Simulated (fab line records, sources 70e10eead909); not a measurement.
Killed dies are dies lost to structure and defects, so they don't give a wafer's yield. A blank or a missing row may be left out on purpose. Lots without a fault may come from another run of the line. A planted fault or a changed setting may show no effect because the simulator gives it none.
Which tool did it? | flow nand_harc | 11 lots, 33 wafers sampled, at 5 steps of a route of 1159

WHAT THE GAUGES READ, wafer by wafer
NHARC_P_CONTACT_OVL_MEAS_13. Usual: overlay_x_nm 0.0 nm, standard deviation 0.79; overlay_y_nm 0.0 nm, standard deviation 0.76.
lot  | measured     | on         | overlay_x_nm (nm) | overlay_y_nm (nm) | flag
L473 | day 5 15:01  | overlay-01 | 0.1 0.3 0.0       | -1.2 -1.4 -1.3    |
L475 | day 5 22:31  | overlay-01 | 0.4 0.6 0.4       | 0.4 0.0 0.4       |
L474 | day 5 22:44  | overlay-02 | 0.1 0.5 0.2       | -0.1 -0.3 -0.2    |
L478 | day 7 01:25  | overlay-02 | -1.4 -1.1 -0.9    | -0.6 -0.6 -0.6    |
L479 | day 7 02:16  | overlay-01 | 0.8 0.1 0.6       | 0.3 -0.2 0.3      |
L480 | day 7 08:50  | overlay-01 | -0.4 -0.4 0.2     | -1.2 -0.7 -0.5    |
L485 | day 9 03:29  | overlay-02 | -0.5 -0.1 -0.7    | -0.6 -0.8 -0.2    |
L490 | day 9 15:03  | overlay-02 | 1.2 1.3 0.8       | 1.5 1.6 1.6       |
L492 | day 10 09:49 | overlay-01 | 0.7 0.1 0.2       | -0.7 -1.1 -0.6    |
L495 | day 11 04:29 | overlay-01 | 0.0 0.0 -0.1      | 0.6 0.2 0.7       |
L496 | day 11 13:34 | overlay-02 | -0.7 -1.0 -0.9    | 1.0 0.9 0.8       |

NHARC_END_SORT_01. Usual: defect_limited_yield 95.3 %, standard deviation 1.7; killed_at_array 28, standard deviation 11; killed_at_other 0.5, standard deviation 0.85; killed_at_periphery 2.7, standard deviation 1.9; killed_dies 32, standard deviation 12; killed_open 3.3, standard deviation 1.6; killed_short 2.1, standard deviation 1.5; sort_bin_2_pct 1.5 %, standard deviation 0.71; sort_bin_3_pct 0.25 %, standard deviation 0.23; sort_bin_4_pct 3.0 %, standard deviation 1.1; sort_n_pass 645, standard deviation 12; sort_rim_yield_pct 95 %, standard deviation 3.1; sort_yield_pct 95.3 %, standard deviation 1.7.
lot  | measured     | on        | defect_limited_yield (%) | killed_at_array | killed_at_other | killed_at_periphery | killed_dies | killed_open | killed_short | sort_bin_2_pct (%) | sort_bin_3_pct (%) | sort_bin_4_pct (%) | sort_n_pass | sort_rim_yield_pct (%) | sort_yield_pct (%) | flag
L490 | day 24 04:55 | prober-02 | 1.0 95.3 94.1            | 31 31 37        | 1 0 0           | 638 1 3             | 670 32 40   | 2 4 4       | 0 3 2        | 95.3 1.6 1.5       | 0.15 0.15 0.59     | 3.5 3.0 3.8        | 7 645 637   | 0 99 99                | 1.0 95.3 94.1      | OFF

WHICH TOOL RAN EACH LOT (tool, then ch and the chambers of the sampled wafers, then the start)
lot  | NHARC_P_CONTACT_DEP_00                     | NHARC_P_CONTACT_ETCH_35            | NHARC_P_M0_ETCH_15
L473 | pecvd-01 ch 0,1, day 5 15:01 or earlier    | rie_diel-05 ch 0,2,3, day 5 15:11  | rie_diel-08 ch 1,3, day 5 22:45
L475 | pecvd-02 ch 1,2, day 5 22:31 or earlier    | rie_diel-06 ch 0,3, day 5 22:42    | rie_diel-08 ch 0,3, day 6 03:30
L474 | pecvd-01 ch 0,1,2, day 5 22:44 or earlier  | rie_diel-05 ch 0,3, day 5 22:56    | rie_diel-08 ch 0,2,3, day 6 04:14
L478 | pecvd-03 ch 0,2, day 7 01:25 or earlier    | rie_diel-06 ch 0,2,3, day 7 01:37  | rie_diel-04 ch 0,2,3, day 7 05:47
L479 | pecvd-03 ch 0,1,2, day 7 02:16 or earlier  | rie_diel-05 ch 2,3, day 7 02:37    | rie_diel-04 ch 1,2, day 7 06:59
L480 | pecvd-03 ch 0,2, day 7 08:50 or earlier    | rie_diel-06 ch 0,2, day 7 09:01    | rie_diel-01 ch 0,2,3, day 7 15:49
L485 | pecvd-01 ch 0,2, day 9 03:29 or earlier    | rie_diel-05 ch 1,2,3, day 9 03:40  | rie_diel-04 ch 1,2, day 9 16:18
L490 | pecvd-01 ch 0,1, day 9 15:03 or earlier    | rie_diel-06 ch 0,3, day 9 15:15    | rie_diel-08 ch 0,1,2, day 10 00:43
L492 | pecvd-01 ch 1,2, day 10 09:49 or earlier   | rie_diel-06 ch 1,2, day 10 10:02   | rie_diel-01 ch 1,2,3, day 10 14:42
L495 | pecvd-03 ch 0,1,2, day 11 04:29 or earlier | rie_diel-05 ch 0,1,3, day 11 04:49 | rie_diel-04 ch 1,2,3, day 11 09:20
L496 | pecvd-02 ch 1,2, day 11 13:34 or earlier   | rie_diel-06 ch 1,2,3, day 11 13:44 | rie_diel-04 ch 1,2,3, day 11 22:52
- NHARC_P_CONTACT_DEP_00: deposits SiO2, target thk 500 nm.
- NHARC_P_CONTACT_ETCH_35: etches the open film in CF4, target depth 39 nm, time 65 s.
- NHARC_P_M0_ETCH_15: etches the open film in C4F8/Ar, target depth 150 nm, overetch 15 nm, time 82.5 s.

WHAT THE TOOLS THEMSELVES READ (means of the sampled wafers that have a number; where no wafer has one, the mark that the record gives instead)
NHARC_P_CONTACT_DEP_00. Usual: heater_power_w 546 W, standard deviation 110; throttle_valve_pct 16.2 %, standard deviation 0.57.
lot  | tool     | heater_power_w (W) | throttle_valve_pct (%) | flag
L473 | pecvd-01 | 628                | 16.7                   |
L475 | pecvd-02 | 477                | 15.5                   |
L474 | pecvd-01 | 600                | 16.6                   |
L478 | pecvd-03 | 508                | 15.9                   |
L479 | pecvd-03 | 564                | 16.2                   |
L480 | pecvd-03 | 538                | 16.2                   |
L485 | pecvd-01 | 663                | 16.9                   |
L490 | pecvd-01 | 669                | 16.9                   |
L492 | pecvd-01 | 525                | 16.5                   |
L495 | pecvd-03 | 555                | 16.4                   |
L496 | pecvd-02 | 507                | 15.5                   |

NHARC_P_CONTACT_ETCH_35. Usual: bias_w 100.0 W, standard deviation 0.31; drypump_motor_current_A 5.9 A, standard deviation 0.72; oes_product_au 1.000 a.u., standard deviation 0.009; rf_vpp_V 151.3 V, standard deviation 1.2; run_length_s 86.3 s, standard deviation 0.41; showerhead_plenum_p_Torr 1.78 Torr, standard deviation 0.067; throttle_valve_pct 13.283 %, standard deviation 0.0092.
lot  | tool        | bias_w (W) | drypump_motor_current_A (A) | oes_product_au (a.u.) | rf_vpp_V (V) | run_length_s (s) | showerhead_plenum_p_Torr (Torr) | throttle_valve_pct (%) | flag
L473 | rie_diel-05 | 100.1      | 5.3                         | 0.998                 | 150.8        | 86.0             | 1.72                            | 13.279                 |
L475 | rie_diel-06 | 99.9       | 6.5                         | 1.007                 | 152.0        | 86.0             | 1.83                            | 13.280                 |
L474 | rie_diel-05 | 100.1      | 5.3                         | 1.004                 | 150.6        | 86.5             | 1.72                            | 13.283                 |
L478 | rie_diel-06 | 99.9       | 6.2                         | 0.996                 | 152.2        | 86.3             | 1.84                            | 13.287                 |
L479 | rie_diel-05 | 99.7       | 5.8                         | 1.009                 | 151.3        | 85.9             | 1.74                            | 13.276                 |
L480 | rie_diel-06 | 99.9       | 6.2                         | 1.001                 | 152.6        | 86.5             | 1.84                            | 13.284                 |
L485 | rie_diel-05 | 99.6       | 5.8                         | 1.005                 | 150.4        | 86.1             | 1.77                            | 13.278                 |
L490 | rie_diel-06 | 100.2      | 6.5                         | 0.997                 | 152.6        | 86.6             | 1.83                            | 13.286                 |
L492 | rie_diel-06 | 100.3      | 6.0                         | 0.992                 | 150.7        | 86.4             | 1.74                            | 13.295                 |
L495 | rie_diel-05 | 100.3      | 5.8                         | 0.991                 | 150.5        | 86.6             | 1.76                            | 13.292                 |
L496 | rie_diel-06 | 100.1      | 6.1                         | 0.996                 | 151.3        | 86.4             | 1.79                            | 13.285                 |

NHARC_P_M0_ETCH_15. Usual: bias_w 300.0 W, standard deviation 0.89; oes_product_au 0.964 a.u., standard deviation 0.02; rf_vpp_V 439.5 V, standard deviation 2.6; run_length_s 103.7 s, standard deviation 0.39.
lot  | tool        | bias_w (W) | oes_product_au (a.u.) | rf_vpp_V (V) | run_length_s (s) | flag
L473 | rie_diel-08 | 301.1      | 0.929                 | 440.4        | 103.7            |
L475 | rie_diel-08 | 299.6      | 0.936                 | 440.8        | 103.7            |
L474 | rie_diel-08 | 299.2      | 0.982                 | 440.4        | 103.6            |
L478 | rie_diel-04 | 300.4      | 0.962                 | 439.4        | 103.9            |
L479 | rie_diel-04 | 299.5      | 0.966                 | 438.5        | 103.3            |
L480 | rie_diel-01 | 300.5      | 0.990                 | 438.1        | 103.6            |
L485 | rie_diel-04 | 299.8      | 0.977                 | 437.9        | 103.4            |
L490 | rie_diel-08 | 299.0      | 0.966                 | 439.3        | 99.9             | OFF
L492 | rie_diel-01 | 299.2      | 0.991                 | 441.6        | 103.9            |
L495 | rie_diel-04 | 300.6      | 0.977                 | 440.6        | 103.8            |
L496 | rie_diel-04 | 300.2      | 0.973                 | 440.6        | 103.6            |

THE ANSWER, worked out from the rows above alone
Rule: a lot is off if the mean of its wafers that have a number lies more than 3 standard deviations from the usual mean. A lot without any number at a reading at which 4 lots or more have one is off too. The other lots that the step has rows for count as sound. The gauges are gone through in route order, then the tools' own readings, and for those a lot's mean is taken as printed above. The first step at which some lot is off is used, and at that step the reading that is off furthest; a lot without a number counts as furthest.
Off: L490, at NHARC_END_SORT_01 (killed_at_periphery). Neither off nor sound, because the step has no rows for them: L473, L475, L474, L478, L479, L480, L485, L492, L495, L496.
A tool fits if, at a process step before that reading, it ran every lot that is off, and no sound lot after the first of them. The gauges at NHARC_END_SORT_01 aren't tried: what is off there is off at NHARC_P_M0_ETCH_15 too, on other tools, and a gauge's error can't cause that. NHARC_P_CONTACT_DEP_00 gives no start for some lots, so the hours and the order of its lots are those of NHARC_P_CONTACT_OVL_MEAS_13. Can't be told from this: 3 tools fit, pecvd-01 at NHARC_P_CONTACT_DEP_00, rie_diel-06 at NHARC_P_CONTACT_ETCH_35, rie_diel-08 at NHARC_P_M0_ETCH_15.

WHAT THE SIMULATOR HAD PUT IN
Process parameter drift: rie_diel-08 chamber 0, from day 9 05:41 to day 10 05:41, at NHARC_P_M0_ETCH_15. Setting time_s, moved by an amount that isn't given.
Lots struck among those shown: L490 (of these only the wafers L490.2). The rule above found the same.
